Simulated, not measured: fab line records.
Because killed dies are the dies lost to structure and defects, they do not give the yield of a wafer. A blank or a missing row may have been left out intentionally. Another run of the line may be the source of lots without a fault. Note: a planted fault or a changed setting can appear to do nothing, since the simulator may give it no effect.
Chamber matching    flow nand_harc    NHARC_P_M0_DEP_32 on pecvd-04: 3 sister chambers
The step deposits SiCN, target thk 30 nm. 3 wafers are shown with their chamber, then 8 later ones without.

== WAFERS PAIRED WITH THEIR CHAMBERS ==
wafer   chamber  showerhead_vpp_V (V)
L078.1  2        1295
L084.6  0        1384
L087.2  1        1275

== WAFERS WITHOUT THEIR CHAMBER ==
wafer   showerhead_vpp_V (V)
L087.3  1278
L087.5  1414
L090.2  1293
L090.3  1375
L090.6  1401
L093.3  1300
L093.5  1297
L093.6  1291

== CHAMBER TAKEN BY EACH ==
wafer   from the rows above      in truth
L087.3  can't be placed: 1 or 2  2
L087.5  0                        0
L090.2  can't be placed: 2 or 1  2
L090.3  0                        0
L090.6  0                        0
L093.3  can't be placed: 2 or 1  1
L093.5  can't be placed: 2 or 1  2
L093.6  can't be placed: 2 or 1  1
Correct placement for 3 of the 8. These rows do not allow placing 5 (true chamber among the candidates in 5). Number placed wrongly: 0.
How it was worked out, from the rows above alone: a wafer's distance from a chamber is the root of the sum, over the readings, of the square of ((its reading less the chamber's mean) divided by the reading's scatter). If the next closest chamber is less than 2 further off than the closest, the wafer can't be placed; otherwise it belongs to the closest. Each chamber's mean is taken over the wafers shown for it. The scatter: root of mean squared gap, hidden wafer to nearest shown wafer, with one shown wafer a chamber.
